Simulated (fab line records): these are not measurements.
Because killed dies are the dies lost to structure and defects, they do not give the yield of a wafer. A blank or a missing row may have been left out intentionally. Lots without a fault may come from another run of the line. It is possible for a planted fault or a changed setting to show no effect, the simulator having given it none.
Chamber matching + flow n5 finfet + 3 sister chambers for N5_BEOL_M11_ILD_DEP_00 on pecvd-02
The step deposits SiCOH lowk from DEMS/porogen, target thk 308.51 nm, time 58 s. 14 wafers are shown with their chamber, then 7 later ones without.

WAFERS, EACH WITH ITS CHAMBER
| wafer  | chamber | throttle valve pct (%) | showerhead plenum p Torr (Torr) | showerhead vpp V (V) |
|--------|---------|------------------------|---------------------------------|----------------------|
| L080.2 | 0       | 14.1                   | 5.706                           | 1320                 |
| L080.4 | 2       | 13.7                   | 5.748                           | 1361                 |
| L080.5 | 0       | 13.7                   | 5.701                           | 1326                 |
| L079.1 | 0       | 13.6                   | 5.710                           | 1348                 |
| L079.4 | 1       | 14.9                   | 5.746                           | 1248                 |
| L079.6 | 2       | 13.8                   | 5.758                           | 1359                 |
| L085.1 | 0       | 13.9                   | 5.716                           | 1335                 |
| L085.4 | 1       | 15.0                   | 5.763                           | 1222                 |
| L085.6 | 0       | 13.7                   | 5.700                           | 1333                 |
| L084.1 | 2       | 13.3                   | 5.762                           | 1352                 |
| L084.3 | 0       | 14.0                   | 5.711                           | 1318                 |
| L084.4 | 0       | 13.6                   | 5.723                           | 1341                 |
| L087.1 | 1       | 15.3                   | 5.752                           | 1258                 |
| L087.2 | 2       | 13.7                   | 5.743                           | 1301                 |

SIGNATURES (means of the wafers above)
| reading                  | chamber 0 | chamber 1 | chamber 2 | scatter within a chamber |
|--------------------------|-----------|-----------|-----------|--------------------------|
| throttle valve pct       | 13.800    | 15.067    | 13.625    | 0.208                    |
| showerhead plenum p Torr | 5.70957   | 5.75367   | 5.75275   | 0.00843                  |
| showerhead vpp V         | 1331.57   | 1242.67   | 1343.25   | 18.7                     |
Rule: for each reading, subtract the chamber's mean from the wafer's reading, divide by that reading's scatter and square the result; add these up over the readings and take the root, which gives the wafer's distance from the chamber. If the next closest chamber is less than 2 further off than the closest, the wafer can't be placed; otherwise it belongs to the closest. The scatter: the root of (the sum of the squares of (reading less its chamber's mean) over the shown wafers, divided by (wafers less chambers)).

WAFERS WITHOUT THEIR CHAMBER
| wafer  | throttle valve pct (%) | showerhead plenum p Torr (Torr) | showerhead vpp V (V) |
|--------|------------------------|---------------------------------|----------------------|
| L087.5 | 13.8                   | 5.763                           | 1335                 |
| L086.2 | 13.7                   | 5.761                           | 1305                 |
| L086.4 | 13.7                   | 5.763                           | 1342                 |
| L086.5 | 15.4                   | 5.781                           | 1210                 |
| L092.1 | 13.9                   | 5.710                           | 1321                 |
| L092.2 | 13.7                   | 5.762                           | 1342                 |
| L092.4 | 13.9                   | 5.748                           | 1348                 |

EACH ONE'S CHAMBER
| wafer  | from the rows above | in truth |
|--------|---------------------|----------|
| L087.5 | 2                   | 2        |
| L086.2 | 2                   | 2        |
| L086.4 | 2                   | 2        |
| L086.5 | 1                   | 1        |
| L092.1 | 0                   | 0        |
| L092.2 | 2                   | 2        |
| L092.4 | 2                   | 2        |
Correct placement for 7 of the 7. From these rows, 0 cannot be placed. Wrongly placed: 0.
